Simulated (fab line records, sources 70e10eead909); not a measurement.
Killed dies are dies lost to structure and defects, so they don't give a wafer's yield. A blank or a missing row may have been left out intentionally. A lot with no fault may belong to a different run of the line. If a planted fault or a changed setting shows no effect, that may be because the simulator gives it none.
Which tool is to blame? ; flow nandHarc ; 7 lots, 21 wafers sampled, at 3 steps of a route of 1159

WHAT THE GAUGES SHOWED, per wafer
NHARC_A_ONON_D1_THK_MEAS_08: measures by ellipsometry.
lot;measured;on;thkNm (nm)
L775;day 8 02:21;filmMetro-01;1009 1008 1010
L777;day 8 14:05;filmMetro-01;1010 1011 1011
L780;day 8 17:53;filmMetro-01;1011 1011 1012
L781;day 9 06:16;filmMetro-01;996 996 995
L784;day 10 06:46;filmMetro-02;993 991 993
L789;day 11 14:59;filmMetro-01;981 980 980
L794;day 12 09:10;filmMetro-01;1533 1534 1534

WHAT TOOL EACH LOT RAN ON (gives the tool, then ch and the chambers of the sampled wafers, and finally the start)
lot;NHARC_P_BONDPAD_ANNEAL_28;NHARC_A_ONON_D1_DEP_06
L775;rtpAnneal-02 ch 0, day 7 00:31;pecvdOnon-02 ch 0, day 8 01:53
L777;rtpAnneal-01 ch 0, day 7 10:14;pecvdOnon-02 ch 0, day 8 13:38
L780;rtpAnneal-01 ch 0, day 7 16:04;pecvdOnon-01 ch 0, day 8 17:26
L781;rtpAnneal-01 ch 0, day 8 04:24;pecvdOnon-02 ch 0, day 9 05:47
L784;rtpAnneal-01 ch 0, day 9 05:17;pecvdOnon-03 ch 0, day 10 06:22
L789;rtpAnneal-01 ch 0, day 10 13:32;pecvdOnon-01 ch 0, day 11 14:29
L794;rtpAnneal-02 ch 0, day 11 06:23;pecvdOnon-01 ch 0, day 12 08:46
- NHARC_P_BONDPAD_ANNEAL_28: time 90 s.
- NHARC_A_ONON_D1_DEP_06: target thk 1000 nm.

THE ANSWER, worked out from the rows above alone
Rule: usual is defined by the lots themselves. The widest of any qualifying gaps counts: lots, ordered by their means at a reading, are off when they make up no more than a third of the lots, leave a main group of 4 or more, and stand apart from it by 3 or more times the standard deviation of that group's means. The tables above print the reading to a certain number of digits; a main group whose means all agree to those digits is not used. A lot without any number at a reading at which 4 lots or more have one is off too. Where the step has rows for the other lots, those lots are counted as sound.
Off: L794 (NHARC_A_ONON_D1_THK_MEAS_08, thkNm). The main group has a mean of 1000 nm with a standard deviation of 11.
A tool fits if, at a process step before that reading, it ran every lot that is off, and no sound lot after the first of them. Those tools and the gauges at NHARC_A_ONON_D1_THK_MEAS_08 are tried in the same way. Can't be told from this: 3 tools fit, rtpAnneal-02 at NHARC_P_BONDPAD_ANNEAL_28, pecvdOnon-01 at NHARC_A_ONON_D1_DEP_06, filmMetro-01 at NHARC_A_ONON_D1_THK_MEAS_08.

WHAT WAS PUT IN BY THE SIMULATOR
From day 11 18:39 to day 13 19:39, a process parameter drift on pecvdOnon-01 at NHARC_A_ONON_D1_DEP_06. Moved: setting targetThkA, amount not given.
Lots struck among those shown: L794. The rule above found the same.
